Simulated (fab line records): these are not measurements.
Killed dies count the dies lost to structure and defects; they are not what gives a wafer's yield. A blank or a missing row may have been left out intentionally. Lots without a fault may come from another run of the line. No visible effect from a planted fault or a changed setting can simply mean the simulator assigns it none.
Matching of chambers ; flow n5Finfet ; 4 sister chambers for N5_GATE_CUT_HM_OPEN_40 on rieDiel-05
The step chemistry C4F6/O2, target SiO2, target depth 139 nm, time 85.1 s. 8 wafers are shown with their chamber, then 10 later ones without.

== WAFERS, EACH WITH ITS CHAMBER ==
wafer;chamber;drypumpMotorCurrentA (A);throttleValvePct (%)
L077.2;3;5.75;20.52
L077.5;0;5.79;20.90
L078.3;0;5.80;20.91
L086.1;1;5.21;21.15
L086.2;2;5.68;21.30
L086.4;3;5.76;20.54
L092.3;2;5.67;21.29
L092.4;1;5.20;21.18

== WAFERS WITH NO CHAMBER GIVEN ==
wafer;drypumpMotorCurrentA (A);throttleValvePct (%)
L092.5;5.18;21.15
L094.1;5.79;20.93
L094.2;5.74;20.56
L094.3;5.68;21.31
L094.4;5.15;21.18
L094.5;5.77;20.55
L094.6;5.80;20.94
L096.3;5.15;21.17
L096.5;5.18;21.18
L096.6;5.78;20.95

== CHAMBER TAKEN BY EACH ==
wafer;from the rows above;in truth
L092.5;1;1
L094.1;0;0
L094.2;3;3
L094.3;2;2
L094.4;1;1
L094.5;3;3
L094.6;0;0
L096.3;1;1
L096.5;1;1
L096.6;0;0
Placed correctly: 10 of 10. Left unplaced by these rows: 0. Placed wrongly: 0.
How it was worked out, from the rows above alone: a wafer's distance from a chamber is the root of the sum, over the readings, of the square of ((its reading less the chamber's mean) divided by the reading's scatter). The wafer belongs to the nearest chamber; if the next one is less than 2 further off, it can't be placed. For every chamber, the mean is computed from those of its wafers that are shown. How the scatter is found: for the shown wafers, subtract from each reading the mean of its chamber, square and add these, divide the total by (wafers less chambers), then take the root.
